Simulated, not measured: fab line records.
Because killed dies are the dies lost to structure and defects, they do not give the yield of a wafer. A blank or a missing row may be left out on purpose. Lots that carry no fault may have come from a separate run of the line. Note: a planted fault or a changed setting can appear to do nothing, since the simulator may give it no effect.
fab line records    flow n5Finfet
record lots=4  wafers=12  lastDay=17
route steps=1938 shown BEOL_M9@1446 BEOL_M10@1470 PASSIVATION@1936
lots that met no fault: taken from a fault-free run of the same line
startH: hours from the record's first day to the start of the lot's first wafer shown    waitH: hours elapsed since this lot's preceding step    " the same as in the row above    L1.1+2: a single row standing in for several wafers    - value missing, or start not given    * or withheld: withheld    < > ~ a bound
route shown NAME@n: a module of which the file shows steps, and the number in the route of the first    usual: the fault-free wafers' mean and standard deviation    same: alike in all rows    chamber/n: place in a boat    sites: per-site readings    _std_site: how widely they spread, as a standard deviation    _edge_site: mean of outer sites minus mean of inner sites    radiusMm: for every site, how far away it sits from the centre of the wafer    mask NAME#n: copy n    behind: tool/chamber where the wafer was last shaped    hold: reason for holding the lot/hours on hold/outcome of the hold    device: transistor that didn't switch, given as n, p or np    end of line: tests run on the same wafers once the route is complete    where a step has no rows: the recipe by itself    killed: dies lost to structure and defects at the first sort, not the wafer's yield    map: shows each die of a wafer: x if killed, . if not, _ if none is there
set.NAME: the run value of the setting; set.NAME@STEP: its run value at that earlier step    model.NAME: the simulator's own value behind a step, which no gauge read
certain route steps with their lots: each step a table, each wafer a row
services: from which hour (startH, from the record's first day; less than 0 if before it) a tool's chamber was out of use, for how many hours, and why
## steps
# step N5_BEOL_M9_TRENCH_ETCH_37
# recipe chemistry=C4F6/O2  targetDepthA=1514.3  target=SiCOH_lowk  timeS=49  ionEnergyEv=250  pressureMtorr=30  sourceW=345  biasW=185  Ar_flow_sccm=300  C4F6_flow_sccm=10  O2_flow_sccm=10
# step N5_BEOL_M9_ETCH_41
# recipe chemistry=CH3F/O2  target=SiCN  targetDepthA=366  taperDeg=2  timeS=70.1  ionEnergyEv=120  maskMaterial=TiN  pressureMtorr=30  sourceW=395  biasW=75  Ar_flow_sccm=150  CH3F_flow_sccm=30  O2_flow_sccm=20
# step N5_BEOL_M9_STRIP_80
# recipe chemistry=N2/H2  timeS=10  powerW=450  tempC=40  pressureMtorr=20  rfFrequencyHz=6e+07  biasPowerW=7  n2FlowSccm=200  h2FlowSccm=200
# step N5_BEOL_M9_HM_STRIP_39
# recipe chemistry=peroxideTinStrip  material=TiN  targetDepthA=250  tempC=50  timeS=158
# step N5_BEOL_M9_SRD_40
# recipe timeS=30  tempC=23  rinseLiquid=diw  dry=ipaMarangoni
# step N5_BEOL_M9_PRECLEAN_42
# recipe chemistry=residueRemover  timeS=60  tempC=40
# step N5_BEOL_M9_SRD_43
# recipe timeS=30  tempC=23  rinseLiquid=diw  dry=ipaMarangoni
# step N5_BEOL_M9_CURE_72
# recipe tempC=370  timeS=120  ambient=DMADMS/He  material=SiCOH_lowk
# step N5_BEOL_M9_DEGAS_44
# recipe ambient=vacuum  tempC=250  timeS=60
# step N5_BEOL_M9_PRE_CLEAN_45
# recipe gas=H2/He  timeS=30  tempC=250
# step N5_BEOL_M9_ALD_74
# recipe material=TaN  targetThkA=20  tempC=275  aldPrecursorFamily=PDMAT  aldCoReactant=NH3  pressureTorr=3  carrierFlowSccm=1500  pulseTimeS=2  purgeTimeS=3  coReactantPurgeTimeS=2  coReactantPulseTimeS=3  aldCycles=40  precursorVesselTempC=75  precursorVesselPressureTorr=26.25  precursorVesselCarrierSccm=1000
# usual heaterPowerW=433/38  susceptorTempC=275.02/0.19
lot.wafer  tool         chamber  startH  waitH  heaterPowerW  susceptorTempC
L941.2     aldMetal-04  2        309.73  0.3    448           274.89
L941.3     "            1        "       "      446           274.99
L941.6     "            3        "       "      472           274.94
L949.1     aldMetal-04  1        340.64  0.2    453           274.90
L949.2     "            3        "       "      469           274.79
L949.4     "            0        "       "      377           274.93
L950.4     aldMetal-04  2        348.28  0.3    445           275.16
L950.5     "            0        "       "      384           274.71
L950.6     "            3        "       "      473           275.08
L951.2     aldMetal-02  3        364.00  0.2    409           274.97
L951.5     "            2        "       "      471           275.03
L951.6     "            1        "       "      386           275.21
# step N5_BEOL_M9_SURFACE_TREAT_79
# recipe gas=Ar  timeS=*  ionEnergyEv=*  ionCurrentMaCm2=0.5  pressureMtorr=*  arFlowSccm=30
# step N5_BEOL_M9_CVD_78
# recipe material=Co  targetThkA=20  tempC=withheld  precursor=CCTBA/H2  pressureTorr=30  timeS=138.9
# step N5_BEOL_M9_SPUTTER_48
# recipe material=Cu  targetThkA=120  tempC=-20  biasV=60  powerW=26000  chamberPressurePa=0.13  timeS=2
# step N5_BEOL_M9_ECD_50
# recipe material=Cu  targetThkA=3180
# step N5_BEOL_M9_ANNEAL_51
# recipe tempC=225  timeS=90  ambient=N2
# step N5_BEOL_M9_CMP_52
# recipe stopOn=SiCOH_lowk  tOverpolishS=7  downForcePsi=1  platenRpm=50  clearingPlatenDownForcePsi=1.5  clearingPlatenRpm=50  postCmpClean=cuAlkaline  targetThkNm=140  clearingPlatenPadVelocityMS=0.99484  padVelocityMS=0.99484
# step N5_BEOL_M9_PRE_CLEAN_55
# recipe gas=NH3  timeS=15  tempC=withheld  rfPowerW=300
# step N5_BEOL_M9_DEP_56
# recipe material=SiCN  targetThkA=150  tempC=withheld  precursor=3MS/NH3  pressureTorr=3  rfW=202  timeS=26.5
# step N5_BEOL_M10_ILD_DEP_00
# recipe material=SiCOH_lowk  targetThkA=3085.1  tempC=300  precursor=DEMS/porogen  pressureTorr=5  rfW=500  timeS=58
# step N5_BEOL_M10_CURE_71
# recipe tempC=385  timeS=240  ambient=He/Ar  material=SiCOH_lowk
# step N5_BEOL_M10_PECVD_70
# recipe material=SiO2  targetThkA=200  tempC=400  precursor=TEOS/O2  pressureTorr=5.5  rfW=450  teosFlowSccm=53.8  gas=O2  flowSccm=3000  timeS=22.7
# step N5_BEOL_M10_HM_DEP_02
# recipe material=TiN  targetThkA=200  tempC=25  chamberPressurePa=0.49996
# step N5_BEOL_M10_COAT_59
# recipe resist=SOC  tempC=250  timeS=60  spinRpm=1500  resistThkNm=100
# step N5_BEOL_M10_COAT_60
# recipe resist=SiARC  tempC=220  timeS=60  spinRpm=1500  resistThkNm=30
# step N5_BEOL_M10_COAT_05
# recipe resist=CAR-ArF  spinRpm=1500  resistThkNm=90
# step N5_BEOL_M10_EBR_07
# recipe solvent=PGMEA  ebrWidthMm=1.5
# step N5_BEOL_M10_SOFTBAKE_06
# recipe tempC=110  timeS=60  resist=CAR-ArF
# step N5_BEOL_M10_EXPOSE_08
# recipe maskId=M10  na=1.35  sourceShape=dipole  sigmaInner=0.411  sigmaOuter=0.611  polarization=te  doseMj=53.75
# step N5_BEOL_M10_PEB_09
# recipe pebTempC=withheld  pebTimeS=60  resist=CAR-ArF
# step N5_BEOL_M10_DEVELOP_10
# recipe developTimeS=30  developer=TMAH  resist=CAR-ArF  rinseLiquid=diw  dry=airSpin  devTempC=23
# step N5_BEOL_M10_DESCUM_16
# recipe chemistry=O2  timeS=7.9  sourcePowerW=50  biasPowerW=20  pressureMtorr=20  rfFrequencyHz=2.712e+07  tempC=40  resist=CAR-ArF  o2FlowSccm=225
# step N5_BEOL_M10_ETCH_61
# recipe chemistry=CF4  target=SiARC  targetDepthA=390  maskMaterial=CAR-ArF  timeS=65  ionEnergyEv=80  pressureMtorr=40  sourceW=545  biasW=36  Ar_flow_sccm=100  cf4FlowSccm=100  ends=cleared
# step N5_PASSIVATION_PROBE_49
# usual defectLimitedYield=91.4/1.4  killed_at_M0_to_M3=32/10  killed_at_M4_up=13/5.6  killedAtContacts=13/6.6  killedAtFrontEnd=39/13  killedAtOther=3.4/2.8  killedDies=101/17  killedOpen=66/13  killedShort=33/7  sort_bin_5_function=5.0/0.93  sort_bin_6_memory=3.2/0.65  sortNPass=1078/17  sortYieldPct=91.4/1.4
# same grossDies=1180  killedAtBackSide=0  sort_bin_4_leakage[%]=0  sort_bin_8_speed[%]=0
lot.wafer  tool       chamber  startH  waitH  defectLimitedYield[%]  killed_at_M0_to_M3  killed_at_M4_up  killedAtContacts  killedAtFrontEnd  killedAtOther  killedDies  killedOpen  killedShort  sort_bin_5_function[%]  sort_bin_6_memory[%]  sortNPass  sortYieldPct[%]
L941.2     prober-02  -        374.16  0.1    90.2                   50                  17               4                 42                3              116         74          42           4.8                     4.7                   1064       90.2
L941.3     prober-02  -        374.21  0.1    88.7                   56                  13               9                 52                3              133         89          41           6.3                     4.2                   1047       88.7
L941.6     prober-02  -        374.36  0.3    90.3                   44                  17               9                 44                1              115         80          35           5.6                     4.0                   1065       90.3
L949.1     prober-01  -        402.77  0.0    92.4                   18                  18               13                41                0              90          61          25           4.2                     3.0                   1090       92.4
L949.2     prober-01  -        402.82  0.1    84.2                   41                  112              8                 23                3              187         52          35           10.2                    3.3                   993        84.2
L950.4     prober-01  -        408.54  0.2    88.9                   23                  31               9                 62                6              131         90          38           5.8                     4.9                   1049       88.9
L950.5     prober-01  -        408.59  0.2    89.7                   25                  14               11                64                7              121         93          25           6.1                     3.6                   1059       89.7
L950.6     prober-01  -        408.64  0.3    80.4                   21                  130              7                 72                1              231         89          28           12.7                    4.6                   949        80.4
L951.2     prober-02  -        419.13  0.1    89.9                   55                  6                14                44                0              119         81          37           5.7                     3.9                   1061       89.9
L951.5     prober-02  -        419.28  0.2    90.6                   37                  18               11                45                0              111         75          36           5.9                     3.3                   1069       90.6
L951.6     prober-02  -        419.33  0.3    89.7                   36                  11               8                 67                0              122         73          48           6.1                     4.2                   1058       89.7
# killed by level:class
L941.2 BEOL_M2:geometricParticle:open=13 FIN_SAQP:geometricParticle:open=12 BEOL_M0_SAQP:geometricParticle:short=12 BEOL_M4:geometricParticle:open=12 BEOL_M0_SAQP:geometricParticle:open=11 BEOL_M1:geometricParticle:open=9 FIN_SAQP:geometricParticle:short=7 STI_FIN_REVEAL:geometricParticle:open=4
L941.3 BEOL_M0_SAQP:geometricParticle:open=27 FIN_SAQP:geometricParticle:short=12 BEOL_M0_SAQP:geometricParticle:short=11 STI_FIN_REVEAL:geometricParticle:open=11 FIN_SAQP:geometricParticle:open=10 MOL_CONTACT_COAG:geometricParticle:open=8 BEOL_M1:geometricParticle:open=7 BEOL_M1:geometricParticle:short=5
L941.6 BEOL_M0_SAQP:geometricParticle:open=17 FIN_SAQP:geometricParticle:short=13 BEOL_M0_SAQP:geometricParticle:short=12 MOL_CONTACT_COAG:geometricParticle:open=9 BEOL_M2:geometricParticle:open=9 BEOL_M4:geometricParticle:open=8 STI_FIN_REVEAL:geometricParticle:open=7 FIN_SAQP:geometricParticle:open=6
L949.1 MOL_CONTACT_COAG:geometricParticle:open=11 FIN_SAQP:geometricParticle:open=9 FIN_SAQP:geometricParticle:short=8 STARTING-WAFER:geometricParticle:open=6 BEOL_M5:geometricParticle:open=4 DUMMY_GATE:geometricParticle:open=4 GATE_CUT:geometricParticle:short=4 BEOL_M2:geometricParticle:open=4
L949.2 BEOL_M9:unspecified=100 BEOL_M0_SAQP:geometricParticle:short=12 BEOL_M2:geometricParticle:open=10 FIN_SAQP:geometricParticle:short=8 BEOL_M3:geometricParticle:open=8 MOL_CONTACT_COAG:geometricParticle:open=6 BEOL_M4:geometricParticle:open=5 BEOL_M0_SAQP:geometricParticle:open=5
L950.4 STI_FIN_REVEAL:geometricParticle:open=22 FIN_SAQP:geometricParticle:open=13 FIN_SAQP:geometricParticle:short=11 BEOL_M4:geometricParticle:open=10 BEOL_M5:geometricParticle:open=9 MOL_CONTACT_COAG:geometricParticle:open=8 BEOL_M0_SAQP:geometricParticle:short=8 BEOL_M3:geometricParticle:open=5
L950.5 FIN_SAQP:geometricParticle:open=21 STI_FIN_REVEAL:geometricParticle:open=19 MOL_CONTACT_COAG:geometricParticle:open=11 BEOL_M0_SAQP:geometricParticle:open=8 FIN_SAQP:geometricParticle:short=5 BEOL_M0:geometricParticle:open=5 STI_FIN_REVEAL:geometricParticle:short=4 BEOL_M2:geometricParticle:open=4
L950.6 BEOL_M9:unspecified=113 STI_FIN_REVEAL:geometricParticle:open=38 FIN_SAQP:geometricParticle:short=11 FIN_SAQP:geometricParticle:open=9 BEOL_M5:geometricParticle:open=9 MOL_CONTACT_COAG:geometricParticle:open=7 BEOL_M1:geometricParticle:open=5 BEOL_M0_SAQP:geometricParticle:short=4
L951.2 BEOL_M0_SAQP:geometricParticle:open=15 MOL_CONTACT_COAG:geometricParticle:open=12 BEOL_M0_SAQP:geometricParticle:short=11 FIN_SAQP:geometricParticle:open=10 BEOL_M1:geometricParticle:open=10 STI_FIN_REVEAL:geometricParticle:open=9 BEOL_M3:geometricParticle:open=9 STI_FIN_REVEAL:geometricParticle:short=8
L951.5 FIN_SAQP:geometricParticle:open=18 MOL_CONTACT_COAG:geometricParticle:open=10 BEOL_M4:geometricParticle:open=8 BEOL_M3:geometricParticle:open=7 BEOL_M0_SAQP:geometricParticle:short=6 BEOL_M1:geometricParticle:open=6 STARTING-WAFER:geometricParticle:short=6 FIN_SAQP:geometricParticle:short=5
L951.6 STI_FIN_REVEAL:geometricParticle:open=16 FIN_SAQP:geometricParticle:open=14 FIN_SAQP:geometricParticle:short=14 BEOL_M1:geometricParticle:short=11 DUMMY_GATE:geometricParticle:open=8 MOL_CONTACT_COAG:geometricParticle:open=8 BEOL_M0_SAQP:geometricParticle:short=8 BEOL_M0_SAQP:geometricParticle:open=6
# map L949.2 (x killed, . not)
_________________..x....x....________________
______________..........x.x....._____________
___________............x.....x.....__________
__________...x...........x..x......._________
________..................x...x......._______
_______................................______
______....................x......x...xx._____
_____..x....................x...x........____
____.xx........................x..........___
___......x...x..x.....x....................__
___......x...xx...........x........x......x__
__x...x......x..................x......x...._
__.................x............x..........x_
_...x.....x.....................x.........x..
_........x.......x.............x.....x....xx.
_..............xx.....x......................
_.................x........................x.
_..x....x..xx....x...........................
_x.....xx..xxxx..x........x..x.......x.......
_......xxxxxxxxxx..x...........x.............
_x....xxxxxxxxxxx...............x............
__....xxxxxxxxxxx................x.........._
__x.x.xxxxxxxxxxxxx...................x.x..._
___.xxxxxxxxxxxxx.x............x...x......x__
___....xxxxxxxxx................x.....x....__
____..x.xxxxxxx.xx..........x.............___
_____.x.xxx.xx...............x...x.......____
______.xxxx.xx..x.x......x..x..........._____
_______.....x........x....x......x.....______
________x................x............_______
__________.........................._________
___________........................__________
______________.................._____________
_________________............________________
# map L950.6 (x killed, . not)
_________________...x........________________
______________........x..x..x..._____________
___________..............xx..x....x__________
__________x......x.....x..x......x.._________
________............x........x........_______
_______.x..................x....x......______
______xx.........x.x......x...x........._____
_____................x.........x.x......x____
____....x..x........................x.....___
___.........x...........x................x.__
___....x............x........x...x........x__
__.............x..x....x...................._
__..........x................x.............x_
_..xx.....x.............................x....
_.............x...............x..............
_...............x.............x..............
_..........x..xx...x.............x..........x
_..xx...xx...xx.x.......x......x.x.x.........
_x.......xx.x.x.x.....x..........xxx....x....
_....x.xxxxxxxxxx.xx..........x..............
_...xx.xxxxxxxxxxx.....x........x.....x..x...
__...x.xxxxxxxxxxxxx....x.x................._
__....xxxxxxxxxxx.x.........x............x.._
___x.xxxxxxxxxxxxx.x.....x.......xx........__
___..xxxxxxxxxxx........x.........x........__
____..xxxxxxxxxxxxxxxx.....x...........x..___
_____xxxxxxxxxxx..x.....x....x........x..____
______..xxx.x...x....xx..x....x..x......_____
_______..x....xx...x..........x.......x______
________.x.......x.x.................._______
__________.......x.............xx.x._________
___________.x.......x..............__________
______________.................._____________
_________________............________________
## services
tool         chamber  startH  hours  kind
aldMetal-02  -        306.27  0.4    repair
aldMetal-02  -        341.47  8.7    pm
## key
firstSign step=N5_PASSIVATION_PROBE_49  reading=killed_at_M4_up  direction=up  sigmas=19  usual=13  struck=121
effect step=N5_PASSIVATION_PROBE_49  reading=killedDies  direction=up  sigmas=6.4  usual=101  struck=209
moreKillsBornAt N5_BEOL_M9_ALD_74@aldMetal-04=213
metAt N5_BEOL_M9_ALD_74
struckWafers L949.2,L950.6
onsetBetween 309.73 340.64
fault kind=chamberParticleSource  tool=aldMetal-04  chamber=3  onsetH=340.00  steps=N5_BEOL_M9_ALD_74  ratePerVisitCm2=0.75492  endH=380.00
